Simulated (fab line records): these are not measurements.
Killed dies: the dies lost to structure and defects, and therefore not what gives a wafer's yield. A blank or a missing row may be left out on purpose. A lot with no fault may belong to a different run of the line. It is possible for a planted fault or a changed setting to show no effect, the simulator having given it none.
Matching of chambers :: flow n5Finfet :: N5_BEOL_M1_CO_CAP_55 on cvdCo-02 has 3 sister chambers
The step material Co, precursor CCTBA/H2, target thk 2 nm, time 102.1 s. 20 wafers are shown with their chamber, then 10 later ones without.

WAFERS PAIRED WITH THEIR CHAMBERS
wafer: L400.2
chamber: 2
heaterPowerW (W): 230

wafer: L400.3
chamber: 2
heaterPowerW (W): 236

wafer: L400.4
chamber: 0
heaterPowerW (W): 290

wafer: L401.2
chamber: 2
heaterPowerW (W): 235

wafer: L401.4
chamber: 2
heaterPowerW (W): 243

wafer: L401.5
chamber: 2
heaterPowerW (W): 233

wafer: L402.1
chamber: 2
heaterPowerW (W): 233

wafer: L402.3
chamber: 0
heaterPowerW (W): 288

wafer: L402.4
chamber: 1
heaterPowerW (W): 201

wafer: L404.1
chamber: 2
heaterPowerW (W): 228

wafer: L404.3
chamber: 0
heaterPowerW (W): 302

wafer: L404.6
chamber: 0
heaterPowerW (W): 293

wafer: L406.1
chamber: 1
heaterPowerW (W): 200

wafer: L406.2
chamber: 2
heaterPowerW (W): 236

wafer: L406.4
chamber: 0
heaterPowerW (W): 293

wafer: L409.1
chamber: 0
heaterPowerW (W): 299

wafer: L409.2
chamber: 2
heaterPowerW (W): 233

wafer: L409.4
chamber: 0
heaterPowerW (W): 298

wafer: L410.1
chamber: 0
heaterPowerW (W): 288

wafer: L410.3
chamber: 2
heaterPowerW (W): 237

SIGNATURES (means of the wafers above)
reading: heaterPowerW
chamber 0: 293.88
chamber 1: 200.50
chamber 2: 234.40
scatter within a chamber: 4.52
Rule: a wafer's distance from a chamber is the root of the sum, over the readings, of the square of ((its reading less the chamber's mean) divided by the reading's scatter). The wafer belongs to the nearest chamber; if the next one is less than 2 further off, it can't be placed. How the scatter is found: for the shown wafers, subtract from each reading the mean of its chamber, square and add these, divide the total by (wafers less chambers), then take the root.

WAFERS WHOSE CHAMBER IS MISSING
wafer: L410.6
heaterPowerW (W): 293

wafer: L411.2
heaterPowerW (W): 237

wafer: L411.3
heaterPowerW (W): 199

wafer: L411.6
heaterPowerW (W): 234

wafer: L414.1
heaterPowerW (W): 236

wafer: L414.2
heaterPowerW (W): 192

wafer: L414.5
heaterPowerW (W): 192

wafer: L420.2
heaterPowerW (W): 237

wafer: L420.5
heaterPowerW (W): 295

wafer: L420.6
heaterPowerW (W): 238

CHAMBER TAKEN BY EACH
wafer: L410.6
from the rows above: 0
in truth: 0

wafer: L411.2
from the rows above: 2
in truth: 2

wafer: L411.3
from the rows above: 1
in truth: 1

wafer: L411.6
from the rows above: 2
in truth: 2

wafer: L414.1
from the rows above: 2
in truth: 2

wafer: L414.2
from the rows above: 1
in truth: 1

wafer: L414.5
from the rows above: 1
in truth: 1

wafer: L420.2
from the rows above: 2
in truth: 2

wafer: L420.5
from the rows above: 0
in truth: 0

wafer: L420.6
from the rows above: 2
in truth: 2
Correct placement for 10 of the 10. From these rows, 0 cannot be placed. Placed wrongly: 0.
